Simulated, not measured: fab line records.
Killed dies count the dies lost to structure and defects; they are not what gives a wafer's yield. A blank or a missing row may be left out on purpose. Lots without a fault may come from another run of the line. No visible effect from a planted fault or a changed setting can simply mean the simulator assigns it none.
fab line records    flow n5Finfet
record: lots: 7  wafers: 39
route steps=1938 shown FIN_SAQP@96 FIN_CUT@173 SD_EPI_N@278 MOL_CONTACT_COAG@559 BEOL_M0_SAQP@672 BEOL_M4@1021
startH: hours from the record's opening day to when the first of the lot's shown wafers began    waitH: hours elapsed since this lot's preceding step    " as in the row above    L1.1+2: a single row standing in for several wafers    - either no value or no given start    * or withheld: withheld    < > ~ a bound
route shown NAME@n: a module of which the file shows steps, and the number in the route of the first    usual: mean/standard deviation of fault-free wafers    same: alike in all rows    chamber/n: place in a boat    sites: per-site readings    _std_site: the values' standard deviation    _edge_site: mean of outer sites minus mean of inner sites    radiusMm: for every site, how far away it sits from the centre of the wafer    mask NAME#n: copy n    behind: tool/chamber where the wafer was last shaped    hold: why the lot went on hold/how many hours it stayed there/how the hold came to an end    device: whichever transistor did not switch (one of n, p or np)    end of line: the same wafers' tests at the end of the route    for a step that has no rows: nothing shown but its recipe    killed: not the wafer's yield, but the dies lost to structure and defects at the first sort    map: a wafer's dies, marking killed ones x, the rest . and places with no die _
set.NAME: setting as actually run; set.NAME@STEP: the setting as run at that earlier step    model.NAME: the simulator's own value behind a step, which no gauge read
lots run with intentionally changed settings; tables by step, rows by wafer
== steps ==
step: N5_FIN_SAQP_HM_DEP_03
recipe: material: SiNx  targetThkA: 380  tempC: 400  precursor: SiH4/NH3/N2  pressureTorr: 1.5  rfW: 300  timeS: 33.6
lot.wafer  tool      chamber  startH  waitH  set.targetThkA  model.SiNx_of_FIN_SAQP_HM_DEP_03.thkNm
L078.1     pecvd-04  0        45.23   0.2    206.4           19.64
L078.2     "         2        "       "      206.4           20.6
L078.3     "         1        "       "      380             37.13
L078.4     "         2        "       "      206.4           21.06
L078.5     "         0        "       "      380             37.82
L078.6     "         1        "       "      380             37.76
L084.1     pecvd-04  0        81.69   0.2    563.3           55.69
L084.2     "         2        "       "      563.3           56.32
L084.3     "         1        "       "      380             37.58
L084.4     "         0        "       "      380             37.92
L084.5     "         1        "       "      563.3           56.57
L084.6     "         2        "       "      380             38.55
L085.1     pecvd-03  2        86.35   0.2    380             37.74
L085.2     "         1        "       "      380             38.54
L085.3     "         0        "       "      380             38.31
L085.4     "         0        "       "      380             38.68
L085.5     "         1        "       "      380             39.09
L085.6     "         2        "       "      380             38.71
L091.1     pecvd-04  2        123.29  0.2    380             37.87
L091.2     "         0        "       "      232.4           22.8
L091.3     "         1        "       "      380             36.94
L091.4     "         0        "       "      232.4           22.92
L091.5     "         1        "       "      232.4           23.18
L091.6     "         2        "       "      380             38.38
L093.1     pecvd-01  0        137.11  0.2    380             37.22
L093.2     "         1        "       "      380             38.52
L093.3     "         2        "       "      588.1           58.4
L093.4     "         1        "       "      588.1           59.48
L093.5     "         2        "       "      588.1           59.7
L093.6     "         0        "       "      380             37.56
L095.1     pecvd-01  0        146.71  0.2    380             37.17
L095.2     "         2        "       "      380             37.47
L095.3     "         1        "       "      380             38.59
L095.4     "         0        "       "      380             37.25
L095.5     "         2        "       "      380             38.74
L095.6     "         1        "       "      380             38.69
L097.1     pecvd-04  1        159.48  0.2    380             37.46
L097.5     "         0        "       "      380             37.79
L097.6     "         2        "       "      380             38.36
step: N5_FIN_SAQP_THK_MEAS_05
usual: thkNm: 38.1/0.59
lot.wafer  tool          chamber  startH  waitH  set.targetThkA@FIN_SAQP_HM_DEP_03  thkNm
L078.1     filmMetro-01  -        45.31   0.1    206.4                              19.6
L078.2     "             -        "       "      206.4                              20.6
L078.3     "             -        "       "      380                                37.1
L078.4     "             -        "       "      206.4                              21.1
L078.5     "             -        "       "      380                                37.8
L078.6     "             -        "       "      380                                37.8
L084.1     filmMetro-02  -        81.78   0.1    563.3                              55.7
L084.2     "             -        "       "      563.3                              56.3
L084.3     "             -        "       "      380                                37.6
L084.4     "             -        "       "      380                                38.0
L084.5     "             -        "       "      563.3                              56.5
L084.6     "             -        "       "      380                                38.5
L085.1     filmMetro-02  -        86.44   0.1    380                                37.8
L085.2     "             -        "       "      380                                38.6
L085.3     "             -        "       "      380                                38.3
L085.4     "             -        "       "      380                                38.7
L085.5     "             -        "       "      380                                39.2
L085.6     "             -        "       "      380                                38.7
L091.1     filmMetro-01  -        123.38  0.1    380                                37.8
L091.2     "             -        "       "      232.4                              22.8
L091.3     "             -        "       "      380                                36.9
L091.4     "             -        "       "      232.4                              22.9
L091.5     "             -        "       "      232.4                              23.2
L091.6     "             -        "       "      380                                38.4
L093.1     filmMetro-01  -        137.19  0.1    380                                37.2
L093.2     "             -        "       "      380                                38.5
L093.3     "             -        "       "      588.1                              58.4
L093.4     "             -        "       "      588.1                              59.5
L093.5     "             -        "       "      588.1                              59.7
L093.6     "             -        "       "      380                                37.6
L095.1     filmMetro-02  -        146.80  0.1    380                                37.2
L095.2     "             -        "       "      380                                37.5
L095.3     "             -        "       "      380                                38.6
L095.4     "             -        "       "      380                                37.2
L095.5     "             -        "       "      380                                38.8
L095.6     "             -        "       "      380                                38.7
L097.1     filmMetro-01  -        159.56  0.1    380                                37.5
L097.5     "             -        "       "      380                                37.8
L097.6     "             -        "       "      380                                38.4
step: N5_FIN_SAQP_PECVD_47
recipe: material: a-Si  targetThkA: 450  tempC: 400  precursor: SiH4/He  pressureTorr: 3  rfW: 100  timeS: 36.3
step: N5_FIN_SAQP_PECVD_48
recipe: material: SiNx  targetThkA: 250  tempC: 400  precursor: SiH4/NH3/N2  pressureTorr: 1.5  rfW: 300  timeS: 22.1
step: N5_FIN_SAQP_MANDREL2_REMOVE_60
recipe: chemistry: HBr/Cl2/O2  btTimeS: 10  target: a-Si  stopOn: SiNx  endpoint: OES-SiCl  overEtchFrac: 1  icpW: 600  biasW: 22  HBr_flow_sccm: 150  Cl2_flow_sccm: 80  O2_flow_sccm: 5  pressureMtorr: 10
step: N5_FIN_SAQP_HM_OPEN_33
recipe: chemistry: CH3F/O2  target: SiNx  maskMaterial: SiO2  targetDepthA: 494  timeS: 70.6  pressureMtorr: 30  sourceW: 395  biasW: 73  Ar_flow_sccm: 150  CH3F_flow_sccm: 30  O2_flow_sccm: 20  ionEnergyEv: 120  ends: cleared
usual: etchRfOnTimeS: 68.9/2.4
lot.wafer  tool        chamber  startH  waitH  set.targetThkA@FIN_SAQP_HM_DEP_03  etchRfOnTimeS  model.etch.depthNm
L078.1     rieDiel-03  2        51.02   0.0    206.4                              33.8           19.01
L078.2     "           0        "       "      206.4                              36.5           19.84
L078.3     "           3        "       "      380                                67.2           36.32
L078.4     "           1        "       "      206.4                              39.5           20.25
L078.5     "           0        "       "      380                                68.1           37.05
L078.6     "           1        "       "      380                                71.9           37.13
L084.1     rieDiel-05  0        86.17   0.0    563.3                              100.9          55.06
L084.2     "           3        "       "      563.3                              105.3          55.54
L084.3     "           1        "       "      380                                66.4           36.78
L084.4     "           2        "       "      380                                67.3           37
L084.5     "           0        "       "      563.3                              103.1          55.77
L084.6     "           3        "       "      380                                72.6           37.92
L085.1     rieDiel-05  3        93.04   0.0    380                                70.9           36.96
L085.2     "           0        "       "      380                                68.7           37.61
L085.3     "           1        "       "      380                                68.8           37.68
L085.4     "           2        "       "      380                                69.4           37.88
L085.5     "           3        "       "      380                                73.5           38.29
L085.6     "           0        "       "      380                                70.4           38.08
L091.1     rieDiel-02  1        127.87  0.0    380                                65.7           37.07
L091.2     "           2        "       "      232.4                              39.7           22.02
L091.3     "           3        "       "      380                                67.5           36.31
L091.4     "           0        "       "      232.4                              38.9           21.99
L091.5     "           1        "       "      232.4                              39.9           22.38
L091.6     "           0        "       "      380                                66.3           37.59
L093.1     rieDiel-02  0        142.59  0.3    380                                64.6           36.51
L093.2     "           1        "       "      380                                67.6           37.84
L093.3     "           3        "       "      588.1                              108.2          57.77
L093.4     "           2        "       "      588.1                              107.0          58.83
L093.5     "           1        "       "      588.1                              105.5          59.07
L093.6     "           0        "       "      380                                65.2           36.84
L095.1     rieDiel-02  3        151.98  0.0    380                                67.9           36.25
L095.2     "           1        "       "      380                                65.5           36.84
L095.3     "           2        "       "      380                                69.3           37.81
L095.4     "           0        "       "      380                                65.2           36.45
L095.5     "           2        "       "      380                                68.9           37.94
L095.6     "           3        "       "      380                                71.1           37.9
L097.1     rieDiel-03  2        164.29  0.1    380                                66.7           36.65
L097.5     "           3        "       "      380                                69.6           37.02
L097.6     "           0        "       "      380                                70.8           37.73
step: N5_FIN_SAQP_ETCH_34
recipe: chemistry: C4F6/O2  target: SiO2  targetDepthA: 450  timeS: 15  ionEnergyEv: 250  pressureMtorr: 30  sourceW: 345  biasW: 185  Ar_flow_sccm: 300  C4F6_flow_sccm: 10  O2_flow_sccm: 10  ends: cleared
step: N5_FIN_SAQP_STRIP_77
recipe: chemistry: N2/H2  timeS: 90  powerW: 100  tempC: 40  pressureMtorr: 100  rfFrequencyHz: 6e+07  biasPowerW: 3  n2FlowSccm: 300  h2FlowSccm: 300
step: N5_FIN_SAQP_ETCH_64
recipe: chemistry: CF4  target: SiO2  targetDepthA: 15  ionEnergyEv: 350  pressureMtorr: 10  icpW: 800  biasW: 400  cf4FlowSccm: 80
step: N5_FIN_SAQP_FIN_ETCH_36
recipe: chemistry: HBr/Cl2/O2  targetDepthA: 1200  maskMaterial: SiNx  timeS: 50.4  biasW: 102  pressureMtorr: 10  icpW: 800  HBr_flow_sccm: 150  Cl2_flow_sccm: 80  O2_flow_sccm: 12
lot.wafer  tool      chamber  startH  waitH  set.targetThkA@FIN_SAQP_HM_DEP_03  model.SiNx_of_FIN_SAQP_HM_DEP_03.thkNm
L078.1     rieSi-02  3        51.31   0.0    206.4                              2.6
L078.2+4   "         0,2      "       "      206.4                              3
L078.3     "         1        "       "      380                                20
L078.5     "         1        "       "      380                                20.6
L078.6     "         0        "       "      380                                20.4
L084.1     rieSi-02  1        86.45   0.0    563.3                              38.6
L084.2     "         3        "       "      563.3                              38.8
L084.3     "         2        "       "      380                                19.4
L084.4     "         0        "       "      380                                20.2
L084.5     "         1        "       "      563.3                              39.2
L084.6     "         2        "       "      380                                20.4
L085.1     rieSi-06  3        93.33   0.0    380                                20.2
L085.2+6   "         1,2      "       "      380                                21.6
L085.3+4   "         2,0      "       "      380                                21.2
L085.5     "         1        "       "      380                                22.2
L091.1     rieSi-04  3        128.15  0.0    380                                20.6
L091.2+4   "         0,2      "       "      232.4                              5.6
L091.3     "         1        "       "      380                                20.2
L091.5     "         2        "       "      232.4                              6
L091.6     "         3        "       "      380                                21.2
L093.1     rieSi-06  0        142.88  0.0    380                                19.8
L093.2     "         1        "       "      380                                22
L093.3     "         3        "       "      588.1                              41
L093.4     "         2        "       "      588.1                              42.2
L093.5     "         2        "       "      588.1                              42.4
L093.6     "         1        "       "      380                                20.8
L095.1     rieSi-02  1        152.27  0.0    380                                20
L095.2     "         3        "       "      380                                20.4
L095.3+6   "         2        "       "      380                                20.8
L095.4     "         0        "       "      380                                20.2
L095.5     "         3        "       "      380                                21.8
L097.1     rieSi-04  1        164.57  0.0    380                                20.2
L097.5     "         1        "       "      380                                20.6
L097.6     "         2        "       "      380                                21.2
step: N5_FIN_CUT_CUT_ETCH_26
recipe: chemistry: CH3F/O2  target: SiNx  targetDepthA: 390  maskMaterial: SOC  timeS: 55.7  pressureMtorr: 30  sourceW: 395  biasW: 73  Ar_flow_sccm: 150  CH3F_flow_sccm: 30  O2_flow_sccm: 20  ionEnergyEv: 120
lot.wafer  tool        chamber  startH  waitH  set.targetDepthA  model.etch.depthNm  model.SOC_of_FIN_CUT_COAT_18.thkNm
L078.1     rieDiel-01  3        52.55   0.0    390               40.41               210.8
L078.2     "           2        "       "      390               41.7                210.4
L078.3     "           1        "       "      576.2             55.6                203.8
L078.4     "           0        "       "      576.2             56.69               203.2
L078.5     "           2        "       "      390               41.56               211.4
L078.6     "           1        "       "      576.2             55.44               204.4
L084.1     rieDiel-04  0        87.69   0.0    390               38.24               212.2
L084.2     "           1        "       "      497               50.42               206.6
L084.3     "           3        "       "      497               48.54               206.8
L084.4     "           2        "       "      497               51.39               206.2
L084.5     "           3        "       "      390               38.17               212.6
L084.6     "           0        "       "      390               38.18               212.6
L085.1     rieDiel-06  2        94.57   0.0    390               39.15               213
L085.2     "           3        "       "      180.2             17.73               222.6
L085.3     "           1        "       "      390               39.36               211.8
L085.4     "           0        "       "      180.2             17.79               223.2
L085.5     "           0        "       "      390               38.63               212.4
L085.6     "           1        "       "      180.2             18.34               221.8
L091.1     rieDiel-04  2        129.46  0.0    390               40.75               211
L091.2     "           3        "       "      475.6             46.51               208.2
L091.3     "           0        "       "      390               38.18               212
L091.4     "           1        "       "      390               39.77               212
L091.5     "           0        "       "      475.6             46.37               207.8
L091.6     "           3        "       "      475.6             47                  208.2
L093.1     rieDiel-06  2        144.02  0.0    530.7             53.18               205.8
L093.2     "           3        "       "      390               38.63               211.6
L093.3     "           1        "       "      530.7             53.88               205.4
L093.4     "           0        "       "      390               38.76               212.6
L093.5     "           3        "       "      390               38.26               212.6
L093.6     "           2        "       "      530.7             53.27               205.8
L095.1     rieDiel-06  0        153.51  0.0    390               38.66               212.4
L095.2     "           3        "       "      477.2             46.56               208.6
L095.3     "           2        "       "      477.2             46.78               208.2
L095.4     "           1        "       "      477.2             48.02               207.2
L095.5     "           2        "       "      390               38.75               212.4
L095.6     "           3        "       "      390               38.4                212.4
L097.1     rieDiel-06  2        166.11  0.0    390               38.76               212
L097.5     "           0        "       "      390               38.23               211.8
L097.6     "           1        "       "      390               39.74               211
step: N5_SD_EPI_N_ETCH_45
recipe: chemistry: CH3F/O2  target: SiOCN  targetDepthA: 60  maskMaterial: SOC  ionEnergyEv: 60  biasW: 29  pressureMtorr: 15  sourceW: 410  Ar_flow_sccm: 150  CH3F_flow_sccm: 30  O2_flow_sccm: 20
lot.wafer  tool        chamber  startH  waitH  set.targetDepthA  model.etch.depthNm
L078.1     rieDiel-02  3        74.30   0.1    60                5.926
L078.2     "           0        "       "      50.32             5.281
L078.3     "           2        "       "      50.32             5.142
L078.4     "           1        "       "      60                6.273
L078.5     "           1        "       "      50.32             5.23
L078.6     "           2        "       "      60                6.1
L084.1     rieDiel-02  1        112.18  0.1    60                6.23
L084.2     "           3        "       "      60                5.979
L084.3     "           0        "       "      60                6.391
L084.4     "           2        "       "      60                6.123
L084.5     "           3        "       "      60                5.955
L084.6     "           2        "       "      60                6.11
L085.1     rieDiel-05  1        115.49  0.1    80.01             8.144
L085.2     "           0        "       "      60                5.973
L085.3     "           2        "       "      60                6.068
L085.4     "           3        "       "      60                5.759
L085.5     "           1        "       "      80.01             8.183
L085.6     "           2        "       "      80.01             8.044
L091.1     rieDiel-05  2        151.05  0.1    60                6.122
L091.2     "           0        "       "      60                6.043
L091.3     "           1        "       "      60                6.186
L091.4     "           3        "       "      60                5.836
L091.5     "           0        "       "      60                6.036
L091.6     "           1        "       "      60                6.185
L093.1     rieDiel-02  2        166.72  0.1    60                6.047
L093.2     "           3        "       "      60                5.946
L093.3     "           1        "       "      77.5              7.923
L093.4     "           0        "       "      77.5              8.013
L093.5     "           0        "       "      60                6.216
L093.6     "           1        "       "      77.5              8.015
L095.1     rieDiel-05  1        174.97  0.1    60                6.133
L095.2     "           2        "       "      43.05             4.307
L095.3     "           0        "       "      60                5.871
L095.4     "           3        "       "      60                5.824
L095.5     "           2        "       "      43.05             4.344
L095.6     "           3        "       "      43.05             4.082
L097.1     rieDiel-05  0        189.62  0.1    60                5.943
L097.5     "           1        "       "      60                6.123
L097.6     "           0        "       "      60                5.915
step: N5_MOL_CONTACT_COAG_ALD_27
recipe: material: SiOC  targetThkA: 170  tempC: 400  aldPrecursorFamily: carbosiloxane  aldCoReactant: H2-plasma  pulseTimeS: 1.5  timeS: 2720  purgeTimeS: 2  coReactantPurgeTimeS: 2  aldCycles: 340  pressureTorr: 2
lot.wafer     tool       chamber  startH  waitH  set.timeS  model.SiOC_of_MOL_CONTACT_COAG_ALD_27.thkNm
L078.1+5+6    aldSin-02  3,3,0    118.16  0.0    2720       17
L078.2+3+4    "          0,1,2    "       "      1687       10.4
L084.1+4      aldSin-02  1,2      161.90  0.0    2228       13.8
L084.2+5+6    "          3,0,3    "       "      2720       17
L084.3        "          0        "       "      2228       14
L085.1+2+3    aldSin-04  0,3,2    165.30  0.0    4075       17
L085.4+5+6    "          1,2,3    "       "      2720       17
L091.1+2+3+4  aldSin-02  2,1,3,0  199.66  0.0    2720       17
L091.5+6      "          1,2      "       "      2720       16.8
L093.1+4+5    aldSin-01  3,0,2    211.57  0.0    2720       17
L093.2+3      "          2,1      "       "      2062       12.8
L093.6        "          1        "       "      2062       13
L095.1+2+5    aldSin-02  0,2,0    222.25  0.0    2720       17
L095.3+6      "          3        "       "      2052       12.8
L095.4        "          1        "       "      2052       12.6
L097.1+5+6    aldSin-04  2,3,2    235.06  0.0    2720       17
step: N5_BEOL_M0_SAQP_ETCH_106
recipe: chemistry: N2/H2  target: SOC  targetDepthA: 1500  stopOn: SiNx  ionEnergyEv: 100  biasW: 61  pressureMtorr: 30  sourceW: 850  n2FlowSccm: 200  h2FlowSccm: 200
lot.wafer   tool        chamber  startH  waitH  set.targetDepthA  model.SOC_of_BEOL_M0_SAQP_COAT_105.thkNm
L078.1      rieDiel-06  0        133.97  -      1500              24.8
L078.2+3+6  "           2,3,0    "       "      2162              0
L078.4      "           1        "       "      1500              22.6
L078.5      "           3        "       "      1500              24.6
L084.1      rieDiel-06  3        175.16  -      710.1             63.8
L084.2      "           1        "       "      710.1             62.6
L084.3      "           0        "       "      1500              22.8
L084.4      "           2        "       "      710.1             63.4
L084.5      "           0        "       "      1500              23
L084.6      "           3        "       "      1500              24
L085.1      rieDiel-06  3        182.68  -      1201              39.2
L085.2      "           2        "       "      1201              40
L085.3      "           0        "       "      1500              24.4
L085.4      "           1        "       "      1500              22.8
L085.5      "           2        "       "      1201              39.6
L085.6      "           3        "       "      1500              24.6
L091.1      rieDiel-04  3        214.88  -      1500              19.6
L091.2      "           2        "       "      1500              18.6
L091.3+5+6  "           0,0,2    "       "      2308              0
L091.4      "           3        "       "      1500              20.6
L093.1      rieDiel-06  0        228.23  -      812.2             59.2
L093.2      "           2        "       "      812.2             59.8
L093.3      "           1        "       "      812.2             58.6
L093.4      "           3        "       "      1500              26.2
L093.5      "           1        "       "      1500              23.4
L093.6      "           0        "       "      1500              25.2
L095.1+6    rieDiel-01  0        236.99  -      1500              24.6
L095.2      "           1        "       "      1500              27.8
L095.3      "           2        "       "      805               55.8
L095.4      "           1        "       "      805               61.6
L095.5      "           2        "       "      805               56.2
L097.1      rieDiel-04  3        251.30  -      1500              20.4
L097.5      "           3        "       "      1500              20.8
L097.6      "           2        "       "      1500              19.8
step: N5_BEOL_M0_SAQP_ETCH_107
recipe: chemistry: CH3F/O2  target: SiNx  targetDepthA: 300  maskMaterial: SOC  pressureMtorr: 30  sourceW: 395  biasW: 73  Ar_flow_sccm: 150  CH3F_flow_sccm: 30  O2_flow_sccm: 20  ionEnergyEv: 120
lot.wafer   tool        chamber  startH  waitH  set.targetDepthA@BEOL_M0_SAQP_ETCH_106  model.SOC_of_BEOL_M0_SAQP_COAT_105.thkNm
L078.1      rieDiel-06  0        134.03  0.0    1500                                    14
L078.2+3+6  "           2,3,0    "       "      2162                                    0
L078.4      "           1        "       "      1500                                    11.6
L078.5      "           3        "       "      1500                                    13.8
L084.1      rieDiel-06  3        175.22  0.0    710.1                                   53
L084.2      "           1        "       "      710.1                                   51.8
L084.3+5    "           0        "       "      1500                                    12.2
L084.4      "           2        "       "      710.1                                   52.4
L084.6      "           3        "       "      1500                                    13.2
L085.1      rieDiel-06  3        182.74  0.0    1201                                    28.6
L085.2      "           2        "       "      1201                                    29.2
L085.3+6    "           0,3      "       "      1500                                    13.8
L085.4      "           1        "       "      1500                                    12
L085.5      "           2        "       "      1201                                    28.8
L091.1      rieDiel-04  3        214.94  0.0    1500                                    8.4
L091.2      "           2        "       "      1500                                    7.2
L091.3+5+6  "           0,0,2    "       "      2308                                    0
L091.4      "           3        "       "      1500                                    9.4
L093.1      rieDiel-06  0        228.29  0.0    812.2                                   48.4
L093.2      "           2        "       "      812.2                                   48.8
L093.3      "           1        "       "      812.2                                   47.6
L093.4      "           3        "       "      1500                                    15.6
L093.5      "           1        "       "      1500                                    12.2
L093.6      "           0        "       "      1500                                    14.2
L095.1+6    rieDiel-01  0        237.05  0.0    1500                                    13.6
L095.2      "           1        "       "      1500                                    17.2
L095.3      "           2        "       "      805                                     44.2
L095.4      "           1        "       "      805                                     51
L095.5      "           2        "       "      805                                     44.8
L097.1      rieDiel-04  3        251.36  0.0    1500                                    9.2
L097.5      "           3        "       "      1500                                    9.6
L097.6      "           2        "       "      1500                                    8.4
step: N5_BEOL_M4_ILD_DEP_00
recipe: material: SiOC  targetThkA: 790  tempC: 350  precursor: DEMS/O2  pressureTorr: 5  rfW: 500  timeS: 15.3
lot.wafer  tool      chamber  startH  waitH  set.timeS  model.SiOC_of_BEOL_M4_ILD_DEP_00.thkNm
L078.1     pecvd-02  2        208.20  0.0    15.3       77
L078.2     "         0        "       "      15.3       78
L078.3     "         2        "       "      22.21      113.8
L078.4     "         0        "       "      15.3       79.4
L078.5     "         2        "       "      22.21      114.4
L078.6     "         0        "       "      22.21      114.6
L084.1     pecvd-02  0        241.11  0.0    15.3       77.2
L084.2     "         1        "       "      15.3       77.4
L084.3     "         2        "       "      15.3       76.4
L084.4     "         2        "       "      15.3       76.8
L084.5     "         0        "       "      15.3       79.6
L084.6     "         1        "       "      15.3       78.6
L085.1     pecvd-02  1        243.80  0.0    15.3       77.4
L085.2+3   "         2,0      "       "      9.441      48
L085.4     "         2        "       "      15.3       78
L085.5     "         1        "       "      15.3       79.4
L085.6     "         0        "       "      9.441      48.2
L091.1     pecvd-04  1        288.11  0.0    15.3       78.2
L091.2     "         2        "       "      17.87      91.6
L091.3     "         2        "       "      17.87      93.4
L091.4     "         1        "       "      15.3       80
L091.5     "         1        "       "      17.87      92.4
L091.6     "         2        "       "      15.3       79.8
L093.1     pecvd-03  1        295.87  0.0    22.09      111.8
L093.2+5   "         2,1      "       "      15.3       79.2
L093.3     "         0        "       "      15.3       76.8
L093.4     "         2        "       "      22.09      115.8
L093.6     "         0        "       "      22.09      113.8
L095.1     pecvd-04  1        302.34  0.0    15.3       77.2
L095.2     "         0        "       "      10.28      53.2
L095.3     "         2        "       "      10.28      52.8
L095.4     "         0        "       "      10.28      55
L095.5     "         1        "       "      15.3       79.2
L095.6     "         2        "       "      15.3       79.6
L097.1     pecvd-03  1        309.77  0.0    15.3       78.6
L097.5     "         2        "       "      15.3       80.4
L097.6     "         1        "       "      15.3       80
step: N5_BEOL_M4_THK_MEAS_01
recipe: reads: SiOC_of_BEOL_M4_ILD_DEP_00
usual: M4_ILD_THK: 78.9/1.2
lot.wafer  tool          chamber  startH  waitH  set.timeS@BEOL_M4_ILD_DEP_00  M4_ILD_THK[nm]
L078.1     filmMetro-02  -        208.29  0.1    15.3                          77.1
L078.2     "             -        "       "      15.3                          78.0
L078.3     "             -        "       "      22.21                         113.7
L078.4     "             -        "       "      15.3                          79.3
L078.5     "             -        "       "      22.21                         114.3
L078.6     "             -        "       "      22.21                         114.7
L084.1     filmMetro-01  -        241.18  0.0    15.3                          77.3
L084.2     "             -        "       "      15.3                          77.4
L084.3     "             -        "       "      15.3                          76.4
L084.4     "             -        "       "      15.3                          76.7
L084.5     "             -        "       "      15.3                          79.6
L084.6     "             -        "       "      15.3                          78.6
L085.1     filmMetro-02  -        243.87  0.0    15.3                          77.4
L085.2     "             -        "       "      9.441                         48.1
L085.3     "             -        "       "      9.441                         48.1
L085.4     "             -        "       "      15.3                          78.0
L085.5     "             -        "       "      15.3                          79.5
L085.6     "             -        "       "      9.441                         48.2
L091.1     filmMetro-01  -        288.19  0.1    15.3                          78.2
L091.2     "             -        "       "      17.87                         91.6
L091.3     "             -        "       "      17.87                         93.4
L091.4     "             -        "       "      15.3                          80.1
L091.5     "             -        "       "      17.87                         92.3
L091.6     "             -        "       "      15.3                          79.9
L093.1     filmMetro-02  -        295.93  0.0    22.09                         111.7
L093.2     "             -        "       "      15.3                          79.2
L093.3     "             -        "       "      15.3                          76.8
L093.4     "             -        "       "      22.09                         115.7
L093.5     "             -        "       "      15.3                          79.2
L093.6     "             -        "       "      22.09                         113.7
L095.1     filmMetro-01  -        302.41  0.0    15.3                          77.3
L095.2     "             -        "       "      10.28                         53.1
L095.3     "             -        "       "      10.28                         52.9
L095.4     "             -        "       "      10.28                         54.9
L095.5     "             -        "       "      15.3                          79.1
L095.6     "             -        "       "      15.3                          79.7
L097.1     filmMetro-02  -        309.84  0.0    15.3                          78.6
L097.5     "             -        "       "      15.3                          80.5
L097.6     "             -        "       "      15.3                          80.1
== key ==
split: step: N5_FIN_SAQP_HM_DEP_03  setting: targetThkA  stated: 380  by: wafer
response: step: N5_FIN_SAQP_HM_DEP_03  reading: model.SiNx_of_FIN_SAQP_HM_DEP_03.thkNm  change: +0.382  per: 1%  r: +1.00
response: step: N5_FIN_SAQP_THK_MEAS_05  reading: thkNm  change: *  per: 1%  r: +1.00
response: step: N5_FIN_SAQP_HM_OPEN_33  reading: etchRfOnTimeS  change: *  per: 1%  r: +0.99
response: step: N5_FIN_SAQP_HM_OPEN_33  reading: model.etch.depthNm  change: +0.383  per: 1%  r: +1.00
response: step: N5_FIN_SAQP_FIN_ETCH_36  reading: model.SiNx_of_FIN_SAQP_HM_DEP_03.thkNm  change: +0.385  per: 1%  r: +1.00
split: step: N5_FIN_CUT_CUT_ETCH_26  setting: targetDepthA  stated: 390  by: wafer
response: step: N5_FIN_CUT_CUT_ETCH_26  reading: model.etch.depthNm  change: +0.371  per: 1%  r: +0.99
response: step: N5_FIN_CUT_CUT_ETCH_26  reading: model.SOC_of_FIN_CUT_COAT_18.thkNm  change: -0.178  per: 1%  r: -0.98
split: step: N5_SD_EPI_N_ETCH_45  setting: targetDepthA  stated: 60  by: wafer
response: step: N5_SD_EPI_N_ETCH_45  reading: model.etch.depthNm  change: +0.0632  per: 1%  r: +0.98
split: step: N5_MOL_CONTACT_COAG_ALD_27  setting: timeS  stated: 2720  by: wafer
response: step: N5_MOL_CONTACT_COAG_ALD_27  reading: model.SiOC_of_MOL_CONTACT_COAG_ALD_27.thkNm  shape: bent  atLowest: 10.4  atStated: 16.98  atHighest: 17
split: step: N5_BEOL_M0_SAQP_ETCH_106  setting: targetDepthA  stated: 1500  by: wafer
response: step: N5_BEOL_M0_SAQP_ETCH_106  reading: model.SOC_of_BEOL_M0_SAQP_COAT_105.thkNm  change: -0.619  per: 1%  r: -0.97
response: step: N5_BEOL_M0_SAQP_ETCH_107  reading: model.SOC_of_BEOL_M0_SAQP_COAT_105.thkNm  shape: bent  atLowest: 52.4  atStated: 12.15  atHighest: 0
split: step: N5_BEOL_M4_ILD_DEP_00  setting: timeS  stated: 15.3  by: wafer
response: step: N5_BEOL_M4_ILD_DEP_00  reading: model.SiOC_of_BEOL_M4_ILD_DEP_00.thkNm  change: +0.79  per: 1%  r: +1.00
response: step: N5_BEOL_M4_THK_MEAS_01  reading: M4_ILD_THK  change: +0.789  per: 1%  r: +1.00
